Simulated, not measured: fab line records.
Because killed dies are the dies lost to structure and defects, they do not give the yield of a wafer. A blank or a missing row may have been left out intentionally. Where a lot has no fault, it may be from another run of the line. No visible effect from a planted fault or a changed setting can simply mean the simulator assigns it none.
Chamber matching :: flow nandHarc :: cmp-01 running NHARC_A_DECK1_JOINT_CMP_13: 4 sister chambers
The step polishes, target thk 51.023 nm. 14 wafers are shown with their chamber, then 7 later ones without.

== WAFERS, EACH WITH ITS CHAMBER ==
wafer: L077.2
chamber: 1
motorCurrentA (A): 14.6
edgeZonePressureFrac: 1.000
timeToEndpointS (s): 10.6

wafer: L077.3
chamber: 0
motorCurrentA (A): 13.8
edgeZonePressureFrac: 1.001
timeToEndpointS (s): 9.2

wafer: L077.4
chamber: 3
motorCurrentA (A): 14.5
edgeZonePressureFrac: 1.005
timeToEndpointS (s): 14.0

wafer: L079.1
chamber: 1
motorCurrentA (A): 15.2
edgeZonePressureFrac: 0.996
timeToEndpointS (s): 10.2

wafer: L079.3
chamber: 3
motorCurrentA (A): 14.9
edgeZonePressureFrac: 1.005
timeToEndpointS (s): 12.3

wafer: L079.4
chamber: 0
motorCurrentA (A): 13.8
edgeZonePressureFrac: 1.000
timeToEndpointS (s): 10.6

wafer: L084.2
chamber: 1
motorCurrentA (A): 15.1
edgeZonePressureFrac: 1.005
timeToEndpointS (s): 12.7

wafer: L084.3
chamber: 2
motorCurrentA (A): 13.0
edgeZonePressureFrac: 0.992
timeToEndpointS (s): 12.5

wafer: L084.5
chamber: 3
motorCurrentA (A): 14.9
edgeZonePressureFrac: 0.996
timeToEndpointS (s): 13.7

wafer: L085.2
chamber: 1
motorCurrentA (A): 14.1
edgeZonePressureFrac: 0.997
timeToEndpointS (s): 10.5

wafer: L085.5
chamber: 1
motorCurrentA (A): 15.1
edgeZonePressureFrac: 0.997
timeToEndpointS (s): 6.6

wafer: L085.6
chamber: 0
motorCurrentA (A): 14.0
edgeZonePressureFrac: 1.006
timeToEndpointS (s): 9.1

wafer: L091.1
chamber: 0
motorCurrentA (A): 13.4
edgeZonePressureFrac: 0.998
timeToEndpointS (s): 9.3

wafer: L091.5
chamber: 3
motorCurrentA (A): 13.9
edgeZonePressureFrac: 0.997
timeToEndpointS (s): 8.5

SIGNATURES (averages over the wafers above)
reading: motorCurrentA
chamber 0: 13.750
chamber 1: 14.820
chamber 2: 13.000
chamber 3: 14.550
scatter within a chamber: 0.416

reading: edgeZonePressureFrac
chamber 0: 1.00125
chamber 1: 0.99900
chamber 2: 0.99200
chamber 3: 1.00075
scatter within a chamber: 0.00402

reading: timeToEndpointS
chamber 0: 9.550
chamber 1: 10.120
chamber 2: 12.500
chamber 3: 12.125
scatter within a chamber: 2
Rule: for a wafer and a chamber, the distance is found by dividing, reading by reading, the gap between the wafer's reading and the chamber's mean by the reading's scatter, squaring, summing and taking the root. If the next closest chamber is less than 2 further off than the closest, the wafer can't be placed; otherwise it belongs to the closest. The scatter is the square root of a quotient: the sum, over the shown wafers, of each reading's squared deviation from its chamber's mean, divided by wafers minus chambers.

== WAFERS WHOSE CHAMBER IS MISSING ==
wafer: L091.6
motorCurrentA (A): 12.9
edgeZonePressureFrac: 0.997
timeToEndpointS (s): 7.9

wafer: L092.2
motorCurrentA (A): 13.6
edgeZonePressureFrac: 0.998
timeToEndpointS (s): 12.4

wafer: L092.5
motorCurrentA (A): 14.3
edgeZonePressureFrac: 1.001
timeToEndpointS (s): 11.3

wafer: L092.6
motorCurrentA (A): 13.1
edgeZonePressureFrac: 0.997
timeToEndpointS (s): 10.2

wafer: L096.2
motorCurrentA (A): 14.7
edgeZonePressureFrac: 1.002
timeToEndpointS (s): 11.1

wafer: L096.4
motorCurrentA (A): 13.9
edgeZonePressureFrac: 1.000
timeToEndpointS (s): 12.0

wafer: L096.6
motorCurrentA (A): 13.8
edgeZonePressureFrac: 0.994
timeToEndpointS (s): 9.7

== EACH ONE'S CHAMBER ==
wafer: L091.6
from the rows above: can't be placed: 0 or 2
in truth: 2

wafer: L092.2
from the rows above: can't be placed: 0 or 2 or 3 or 1
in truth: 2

wafer: L092.5
from the rows above: can't be placed: 3 or 1 or 0
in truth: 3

wafer: L092.6
from the rows above: can't be placed: 2 or 0
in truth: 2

wafer: L096.2
from the rows above: can't be placed: 3 or 1 or 0
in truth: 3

wafer: L096.4
from the rows above: can't be placed: 0 or 3 or 1 or 2
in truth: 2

wafer: L096.6
from the rows above: can't be placed: 0 or 2 or 3 or 1
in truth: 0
Correctly placed: 0 of 7. Can't be placed from these rows: 7 (the true chamber is among the candidates in 7). Wrongly placed: 0.
